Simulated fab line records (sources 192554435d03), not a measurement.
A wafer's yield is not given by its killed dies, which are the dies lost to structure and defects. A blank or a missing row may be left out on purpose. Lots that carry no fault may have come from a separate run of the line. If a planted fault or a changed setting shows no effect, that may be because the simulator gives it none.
Which of the tools did it?	flow n5 finfet	23 lots, 69 wafers sampled, at 6 steps of a route of 1938

WHAT EACH GAUGE READ, for each wafer
N5_SD_EPI_P_CD_MEAS_09: target cd 240 nm. Usual: cd nm at 239.9 nm, with a standard deviation of 0.8.
lot	measured	on	cd nm (nm)	flag
L074	day 3 08:18	cd sem-02	241.2 241.1 241.1	
L075	day 3 12:11	cd sem-03	239.3 239.2 239.6	
L076	day 3 19:38	cd sem-01	240.2 239.7 238.6	
L077	day 4 02:12	cd sem-01	238.5 239.2 239.8	
L078	day 4 05:04	cd sem-02	239.1 240.0 240.1	
L079	day 4 13:29	cd sem-02	241.4 240.8 240.7	
L080	day 4 17:08	cd sem-03	240.9 240.8 241.6	
L081	day 5 00:20	cd sem-01	239.0 240.5 239.9	
L082	day 5 09:13	cd sem-01	239.4 239.8 241.2	
L083	day 5 13:20	cd sem-01	240.2 239.8 238.8	
L084	day 5 21:14	cd sem-02	240.2 240.4 240.6	
L085	day 6 01:43	cd sem-03	242.2 241.1 240.2	
L086	day 6 04:42	cd sem-01	239.6 240.0 238.2	
L087	day 6 14:31	cd sem-02	238.8 240.1 239.1	
L088	day 6 20:19	cd sem-02	240.1 239.6 239.6	
L089	day 7 02:17	cd sem-03	238.7 239.0 238.9	
L091	day 7 10:24	cd sem-01	239.1 240.1 239.6	
L092	day 7 17:46	cd sem-03	239.2 240.2 240.6	
L093	day 7 23:30	cd sem-03	239.3 240.5 241.0	
L094	day 8 05:31	cd sem-02	239.2 239.1 239.5	
L095	day 8 10:59	cd sem-03	240.3 241.1 239.6	
L096	day 8 16:37	cd sem-03	239.8 238.8 239.0	
L097	day 9 02:06	cd sem-03	240.3 239.8 240.2	

N5_SDB_OVL_MEAS_12. Usual: SDB_OVL 0.1 nm, standard deviation 0.78.
lot	measured	on	SDB_OVL (nm)	flag
L074	day 3 20:10	overlay-02	-0.8 -1.0 -1.2	
L075	day 3 23:52	overlay-02	0.0 -0.6 0.6	
L076	day 4 07:33	overlay-02	1.1 1.3 0.6	
L077	day 4 13:37	overlay-02	-0.4 0.0 -0.6	
L078	day 4 16:27	overlay-02	0.7 0.9 0.5	
L079	day 5 04:02	overlay-02	0.9 -1.4 -0.7	
L080	day 5 08:10	overlay-02	0.0 -0.6 1.2	
L081	day 5 13:54	overlay-02	0.0 -0.9 0.7	
L082	day 5 21:14	overlay-02	1.1 0.9 0.5	
L083	day 6 02:18	overlay-02	0.3 -1.3 -0.6	
L084	day 6 10:04	overlay-01	0.6 1.9 0.9	
L085	day 6 14:19	overlay-01	-1.0 0.9 -0.4	
L086	day 6 16:29	overlay-02	0.1 1.4 0.1	
L087	day 7 02:06	overlay-01	-0.4 0.1 0.7	
L088	day 7 08:05	overlay-01	-0.7 -0.9 -0.8	
L089	day 7 14:08	overlay-01	1.5 1.0 -1.0	
L091	day 7 22:34	overlay-01	1.0 0.4 0.5	
L092	day 8 05:59	overlay-02	0.3 -1.1 -0.1	
L093	day 8 11:45	overlay-01	0.1 -0.4 -0.1	
L094	day 8 19:13	overlay-01	0.2 0.2 -0.7	
L095	day 8 23:30	overlay-02	-0.1 0.5 0.9	
L096	day 9 06:25	overlay-01	-0.4 0.5 -0.9	
L097	day 9 14:38	overlay-01	0.9 1.2 1.0	

WHICH TOOL RAN EACH LOT (tool, then ch and the chambers of the sampled wafers, then the start)
lot	N5_DUMMY_GATE_STRIP_40	N5_DUMMY_GATE_ETCH_31	N5_DUMMY_GATE_ETCH_23	N5_SD_EPI_P_ETCH_16
L074	rie diel-02 ch 0,3, day 3 00:44	rie diel-02 ch 0,3, day 3 00:54	rie si-06 ch 1,3, day 3 01:11	rie diel-06 ch 0,1,3, day 3 09:04
L075	rie diel-02 ch 1,2, day 3 05:55	rie diel-05 ch 2,3, day 3 06:02	rie si-06 ch 1,2,3, day 3 06:19	rie diel-06 ch 1,2,3, day 3 13:08
L076	rie diel-05 ch 1,2,3, day 3 12:50	rie diel-02 ch 0,3, day 3 13:05	rie si-01 ch 0,1, day 3 13:22	rie diel-05 ch 0,1,3, day 3 20:20
L077	rie diel-05 ch 0,2, day 3 19:21	rie diel-05 ch 0,1,2, day 3 19:27	rie si-06 ch 0,1,3, day 3 19:44	rie diel-02 ch 0,1, day 4 02:54
L078	rie diel-02 ch 0,3, day 3 22:18	rie diel-02 ch 0,2,3, day 3 22:25	rie si-01 ch 2,3, day 3 22:42	rie diel-05 ch 1,2,3, day 4 05:47
L079	rie diel-06 ch 0,2,3, day 4 05:57	rie diel-05 ch 0,2, day 4 06:14	rie si-01 ch 0,1, day 4 06:31	rie diel-05 ch 1,3, day 4 14:11
L080	rie diel-06 ch 2,3, day 4 10:12	rie diel-02 ch 1,2, day 4 10:18	rie si-06 ch 0,2,3, day 4 10:35	rie diel-05 ch 1,2, day 4 18:17
L081	rie diel-05 ch 2,3, day 4 17:08	rie diel-06 ch 0,3, day 4 17:15	rie si-01 ch 0,1,3, day 4 17:32	rie diel-05 ch 1,2,3, day 5 02:01
L082	rie diel-06 ch 0,1,2, day 5 01:34	rie diel-02 ch 0,3, day 5 01:53	rie si-02 ch 1,2,3, day 5 02:10	rie diel-06 ch 2,3, day 5 10:07
L083	rie diel-06 ch 1,2, day 5 05:10	rie diel-02 ch 0,2,3, day 5 05:16	rie si-06 ch 0,3, day 5 05:33	rie diel-06 ch 0,1, day 5 14:26
L084	rie diel-02 ch 0,3, day 5 13:59	rie diel-05 ch 0,1,2, day 5 14:07	rie si-01 ch 0,1,3, day 5 14:24	rie diel-02 ch 1,3, day 5 21:56
L085	rie diel-02 ch 1,3, day 5 18:46	rie diel-05 ch 0,2,3, day 5 18:52	rie si-01 ch 0,2,3, day 5 19:08	rie diel-05 ch 2,3, day 6 02:25
L086	rie diel-05 ch 0,1,2, day 5 22:11	rie diel-06 ch 0,1,2, day 5 22:17	rie si-02 ch 0,1,3, day 5 22:34	rie diel-06 ch 1,2,3, day 6 05:25
L087	rie diel-05 ch 0,2,3, day 6 06:34	rie diel-05 ch 0,2,3, day 6 06:40	rie si-02 ch 1,2, day 6 06:56	rie diel-05 ch 1,2,3, day 6 15:13
L088	rie diel-02 ch 0,2,3, day 6 11:44	rie diel-06 ch 0,2,3, day 6 12:08	rie si-01 ch 0,3, day 6 12:25	rie diel-05 ch 0,1,2, day 6 21:02
L089	rie diel-02 ch 0,2,3, day 6 18:45	rie diel-02 ch 0,1,2, day 6 18:50	rie si-01 ch 0,1,2, day 6 19:07	rie diel-06 ch 1,2,3, day 7 03:01
L091	rie diel-02 ch 1,2,3, day 7 03:38	rie diel-05 ch 1,2,3, day 7 03:44	rie si-01 ch 0,2,3, day 7 04:01	rie diel-02 ch 1,2, day 7 11:06
L092	rie diel-02 ch 0,1,2, day 7 11:13	rie diel-02 ch 0,1,2, day 7 11:20	rie si-02 ch 0,1, day 7 11:35	rie diel-06 ch 0,1, day 7 18:29
L093	rie diel-06 ch 0,2,3, day 7 16:34	rie diel-02 ch 0,2, day 7 16:40	rie si-06 ch 0,2, day 7 16:57	rie diel-05 ch 0,3, day 8 00:13
L094	rie diel-05 ch 0,2,3, day 7 22:32	rie diel-05 ch 1,2,3, day 7 22:38	rie si-06 ch 0,1,2, day 7 22:55	rie diel-02 ch 0,1,2, day 8 06:13
L095	rie diel-05 ch 0,1, day 8 04:43	rie diel-02 ch 0,1,2, day 8 04:49	rie si-06 ch 0,1,2, day 8 05:05	rie diel-06 ch 1,2,3, day 8 11:42
L096	rie diel-06 ch 0,1,2, day 8 09:52	rie diel-06 ch 2,3, day 8 09:58	rie si-02 ch 0,2,3, day 8 10:14	rie diel-02 ch 2,3, day 8 17:34
L097	rie diel-05 ch 2,3, day 8 17:22	rie diel-02 ch 2,3, day 8 17:37	rie si-06 ch 1,2, day 8 17:54	rie diel-05 ch 0,3, day 9 02:49
- N5_DUMMY_GATE_STRIP_40: strips in CF4.
- N5_DUMMY_GATE_ETCH_31: etches SiO2 in C4F6/O2, target depth 82.5 nm, time 27.5 s.
- N5_DUMMY_GATE_ETCH_23: etches poly-Si in HBr/Cl2/O2, target depth 41 nm, time 22.3 s.
- N5_SD_EPI_P_ETCH_16: etches SiO2 in CHF3/O2, target depth 5 nm.

AS READ BY THE TOOLS THEMSELVES (means over the sampled wafers that have a number; for cases with no such wafer, the mark the record gives instead)
N5_DUMMY_GATE_STRIP_40. Usual: drypump motor current A 5.6 A, standard deviation 0.43; oes product au 0.76 a.u., standard deviation 0.071; rf vpp V 271.2 V, standard deviation 1.3; showerhead plenum p Torr 1.80 Torr, standard deviation 0.044; throttle valve pct 13.62 %, standard deviation 0.25.
lot	tool	drypump motor current A (A)	oes product au (a.u.)	rf vpp V (V)	showerhead plenum p Torr (Torr)	throttle valve pct (%)	flag
L074	rie diel-02	5.3	0.71	271.5	1.83	13.80	
L075	rie diel-02	5.7	0.88	270.3	1.79	13.53	
L076	rie diel-05	5.6	0.77	272.3	1.82	13.52	
L077	rie diel-05	5.5	0.87	270.7	1.77	13.14	
L078	rie diel-02	5.3	0.71	272.3	1.83	13.83	
L079	rie diel-06	5.5	0.78	272.4	1.83	13.64	
L080	rie diel-06	5.6	0.75	272.3	1.87	13.65	
L081	rie diel-05	5.8	0.81	271.7	1.80	13.36	
L082	rie diel-06	5.8	0.75	271.6	1.80	13.65	
L083	rie diel-06	6.2	0.71	270.9	1.81	13.67	
L084	rie diel-02	5.3	0.70	272.4	1.82	13.86	
L085	rie diel-02	5.6	0.74	270.0	1.76	13.70	
L086	rie diel-05	5.7	0.81	271.9	1.80	13.31	
L087	rie diel-05	5.5	0.79	271.4	1.78	13.42	
L088	rie diel-02	5.6	0.71	271.4	1.80	13.76	
L089	rie diel-02	5.6	0.71	272.3	1.80	13.75	
L091	rie diel-02	5.7	0.77	269.9	1.77	13.66	
L092	rie diel-02	5.6	0.77	271.5	1.81	13.72	
L093	rie diel-06	5.4	0.75	272.6	1.82	13.68	
L094	rie diel-05	5.5	0.78	270.0	1.78	13.46	
L095	rie diel-05	5.3	0.78	270.7	1.78	13.37	
L096	rie diel-06	5.8	0.73	270.6	1.80	13.71	
L097	rie diel-05	5.8	0.78	271.3	1.79	13.43	

N5_DUMMY_GATE_ETCH_31. Usual: drypump motor current A 5.6 A, standard deviation 0.42; mfc ar sccm 299.9 sccm, standard deviation 0.93; oes product au 0.78 a.u., standard deviation 0.077; rf vpp V 666 V, standard deviation 12; showerhead plenum p Torr 2.86 Torr, standard deviation 0.074; throttle valve pct 21.17 %, standard deviation 0.26.
lot	tool	drypump motor current A (A)	mfc ar sccm (sccm)	oes product au (a.u.)	rf vpp V (V)	showerhead plenum p Torr (Torr)	throttle valve pct (%)	flag
L074	rie diel-02	5.3	299.8	0.72	670	2.92	21.46	
L075	rie diel-05	5.8	300.2	0.84	681	2.88	21.01	
L076	rie diel-02	5.4	300.2	0.71	664	2.85	21.35	
L077	rie diel-05	5.7	299.4	0.85	668	2.88	20.88	
L078	rie diel-02	5.6	298.8	0.73	666	2.87	21.28	
L079	rie diel-05	5.9	300.3	0.89	675	2.87	20.82	
L080	rie diel-02	5.7	299.5	0.86	655	2.80	21.04	
L081	rie diel-06	5.4	300.7	0.80	678	2.84	21.38	
L082	rie diel-02	5.4	298.8	0.70	665	2.85	21.37	
L083	rie diel-02	5.6	300.1	0.73	666	2.87	21.28	
L084	rie diel-05	5.7	299.3	0.83	668	2.87	20.91	
L085	rie diel-05	5.5	299.3	0.81	668	2.84	21.09	
L086	rie diel-06	5.7	299.3	0.75	675	2.85	21.28	
L087	rie diel-05	5.5	299.8	0.81	667	2.84	21.09	
L088	rie diel-06	5.5	299.9	0.76	671	2.90	21.34	
L089	rie diel-02	5.6	300.5	0.79	662	2.86	21.24	
L091	rie diel-05	5.6	299.4	0.76	674	2.88	21.12	
L092	rie diel-02	5.6	299.8	0.77	662	2.86	21.25	
L093	rie diel-02	5.7	301.1	0.75	668	2.88	21.23	
L094	rie diel-05	5.6	299.6	0.75	673	2.88	21.11	
L095	rie diel-02	5.6	299.2	0.77	662	2.85	21.27	
L096	rie diel-06	5.6	300.8	0.74	664	2.96	21.29	
L097	rie diel-02	5.7	299.7	0.90	661	2.80	20.92	

N5_DUMMY_GATE_ETCH_23. Usual: HBr_flow_sccm 150.0 sccm, standard deviation 0.41; drypump motor current A 5.8 A, standard deviation 0.39; mfc cl2 sccm 80.03 sccm, standard deviation 0.22; oes product au 1.001 a.u., standard deviation 0.019; throttle valve pct 37.24 %, standard deviation 0.23.
lot	tool	HBr_flow_sccm (sccm)	drypump motor current A (A)	mfc cl2 sccm (sccm)	oes product au (a.u.)	throttle valve pct (%)	flag
L074	rie si-06	150.0	5.9	79.99	1.025	37.11	
L075	rie si-06	150.7	5.6	79.83	1.014	37.29	
L076	rie si-01	150.1	5.8	80.04	1.003	37.21	
L077	rie si-06	149.9	5.8	80.19	1.030	37.17	
L078	rie si-01	150.2	6.3	80.20	0.985	37.33	
L079	rie si-01	149.9	5.8	80.05	0.994	37.22	
L080	rie si-06	149.8	5.8	80.32	1.012	37.03	
L081	rie si-01	150.0	6.0	80.06	0.991	37.25	
L082	rie si-02	149.7	5.7	80.10	0.989	37.35	
L083	rie si-06	149.9	6.1	80.13	1.013	36.85	
L084	rie si-01	150.2	6.0	79.90	1.002	37.24	
L085	rie si-01	150.1	6.1	80.09	0.978	37.30	
L086	rie si-02	150.8	6.0	80.18	1.005	37.40	
L087	rie si-02	149.9	5.8	80.14	1.002	37.52	
L088	rie si-01	149.9	6.1	80.05	1.001	37.25	
L089	rie si-01	150.1	5.9	79.87	0.995	37.29	
L091	rie si-01	150.1	6.1	80.03	0.983	37.31	
L092	rie si-02	150.0	6.2	80.00	1.012	37.56	
L093	rie si-06	149.9	5.4	79.83	1.019	37.22	
L094	rie si-06	150.4	5.5	79.98	1.015	37.20	
L095	rie si-06	149.5	5.5	79.98	1.009	37.20	
L096	rie si-02	149.7	5.5	79.90	0.986	37.22	
L097	rie si-06	150.6	5.3	80.01	1.013	37.31	

N5_SD_EPI_P_ETCH_16. Usual: drypump motor current A 5.6 A, standard deviation 0.45; mfc ar sccm 200.0 sccm, standard deviation 0.6; oes product au 0.78 a.u., standard deviation 0.074; rf vpp V 525 V, standard deviation 9.4; showerhead plenum p Torr 2.42 Torr, standard deviation 0.062; throttle valve pct 18.89 %, standard deviation 0.23.
lot	tool	drypump motor current A (A)	mfc ar sccm (sccm)	oes product au (a.u.)	rf vpp V (V)	showerhead plenum p Torr (Torr)	throttle valve pct (%)	flag
L074	rie diel-06	5.8	200.1	0.76	531	2.41	18.95	
L075	rie diel-06	5.9	200.5	0.74	526	2.47	18.89	
L076	rie diel-05	5.3	199.9	0.78	520	2.42	18.85	
L077	rie diel-02	5.3	200.0	0.78	523	2.46	19.13	
L078	rie diel-05	5.6	199.8	0.78	531	2.44	18.81	
L079	rie diel-05	5.3	199.8	0.72	525	2.43	19.06	
L080	rie diel-05	6.0	199.9	0.83	535	2.46	18.57	
L081	rie diel-05	5.6	200.2	0.78	531	2.44	18.83	
L082	rie diel-06	5.7	200.2	0.75	523	2.51	18.95	
L083	rie diel-06	6.0	199.5	0.74	534	2.36	18.92	
L084	rie diel-02	5.6	200.5	0.81	514	2.35	18.91	
L085	rie diel-05	5.5	200.3	0.76	530	2.41	18.98	
L086	rie diel-06	5.9	199.7	0.73	525	2.46	18.92	
L087	rie diel-05	5.6	200.5	0.77	531	2.44	18.84	
L088	rie diel-05	5.7	199.8	0.81	525	2.43	18.64	
L089	rie diel-06	5.9	199.7	0.73	525	2.46	18.93	
L091	rie diel-02	5.7	200.2	0.83	516	2.36	18.85	
L092	rie diel-06	6.1	200.1	0.72	533	2.36	18.96	
L093	rie diel-05	5.1	199.7	0.74	519	2.38	19.05	
L094	rie diel-02	5.6	200.1	0.77	521	2.42	19.02	
L095	rie diel-06	5.9	200.2	0.72	524	2.45	18.95	
L096	rie diel-02	5.8	200.3	0.90	521	2.37	18.68	
L097	rie diel-05	5.1	200.1	0.78	514	2.37	18.87	

THE ANSWER, worked out from the rows above alone
Rule: a lot is off if the mean of its wafers that have a number lies more than 3 standard deviations from the usual mean. Also off: a lot with no number at a reading for which 4 or more lots have one. Where the step has rows for the other lots, those lots are counted as sound. The gauges are gone through in route order, then the tools' own readings, and for those a lot's mean is taken as printed above. The first step at which some lot is off is used, and at that step the reading that is off furthest; a lot without a number counts as furthest.
No lot is off on any of the readings shown, so nothing can be concluded from this.

WHAT HAD BEEN PUT IN BY THE SIMULATOR
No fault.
